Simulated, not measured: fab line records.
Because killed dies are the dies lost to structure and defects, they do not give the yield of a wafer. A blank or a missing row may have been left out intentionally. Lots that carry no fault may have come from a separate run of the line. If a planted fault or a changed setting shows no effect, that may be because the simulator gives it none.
Chamber matching ; flow nand-harc ; NHARC_A_M1_CMP_23 on cmp-01 has 4 sister chambers
The step polishes, t overpolish 20 s, target thk 154.34 nm. 27 wafers are shown with their chamber, then 12 later ones without.

## EACH WAFER AND ITS CHAMBER
wafer;chamber;motor-current-A (A);time-to-endpoint-s (s);edge-zone-pressure-frac
L074.1;3;12.8;31.3;1.001
L074.2;1;9.8;33.6;1.004
L074.5;1;9.8;29.9;1.003
L076.1;0;12.3;32.2;1.019
L076.2;1;9.9;31.3;1.002
L076.3;2;12.8;30.3;0.989
L078.2;0;12.5;32.6;0.997
L078.3;3;12.9;30.6;0.997
L078.6;0;13.0;31.4;1.004
L080.1;0;12.1;29.5;0.999
L080.2;1;9.9;27.4;1.004
L080.3;2;13.0;26.7;0.999
L079.2;1;9.8;25.5;1.004
L079.4;3;11.9;29.8;0.993
L079.5;1;9.4;23.6;1.004
L082.1;2;12.7;31.9;0.996
L082.2;1;9.5;28.6;1.003
L082.5;2;12.8;32.4;1.001
L083.3;2;12.1;30.4;1.004
L083.4;3;12.7;31.4;1.000
L083.6;0;12.4;32.0;0.998
L085.2;1;10.1;26.1;1.007
L085.5;1;9.5;26.5;1.010
L085.6;2;12.5;28.7;0.993
L086.3;1;10.0;27.1;1.000
L086.4;2;11.5;29.5;0.982
L086.5;1;9.8;27.8;1.000

SIGNATURES, as means of the wafers listed above
reading;chamber 0;chamber 1;chamber 2;chamber 3;scatter within a chamber
motor-current-A;12.460;9.773;12.486;12.575;0.372
time-to-endpoint-s;31.540;27.945;29.986;30.775;2.18
edge-zone-pressure-frac;1.00340;1.00373;0.99486;0.99775;0.00589
Rule: for a wafer and a chamber, the distance is found by dividing, reading by reading, the gap between the wafer's reading and the chamber's mean by the reading's scatter, squaring, summing and taking the root. The wafer belongs to the nearest chamber; if the next one is less than 2 further off, it can't be placed. The scatter is the square root of a quotient: the sum, over the shown wafers, of each reading's squared deviation from its chamber's mean, divided by wafers minus chambers.

## WAFERS WHOSE CHAMBER IS MISSING
wafer;motor-current-A (A);time-to-endpoint-s (s);edge-zone-pressure-frac
L089.2;10.1;29.7;0.995
L089.5;12.1;31.8;1.002
L089.6;9.8;31.3;0.998
L090.1;10.1;27.3;1.001
L090.2;12.7;32.4;1.004
L090.4;12.3;31.9;1.006
L097.2;12.9;29.9;1.006
L097.3;12.7;33.0;1.001
L097.4;10.1;27.4;0.996
L096.2;10.5;31.3;1.002
L096.3;12.2;31.5;1.011
L096.6;9.7;30.4;0.995

## WHICH CHAMBER EACH WENT THROUGH
wafer;from the rows above;in truth
L089.2;1;1
L089.5;can't be placed: 0 or 3 or 2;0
L089.6;1;1
L090.1;1;1
L090.2;can't be placed: 0 or 3 or 2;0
L090.4;can't be placed: 0 or 3 or 2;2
L097.2;can't be placed: 0 or 3 or 2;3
L097.3;can't be placed: 0 or 3 or 2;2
L097.4;1;1
L096.2;1;1
L096.3;can't be placed: 0 or 3 or 2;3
L096.6;1;1
6 of 12 placed correctly. Cannot be placed on the basis of these rows: 6; the candidates contain the true chamber in 6. 0 placed wrongly.
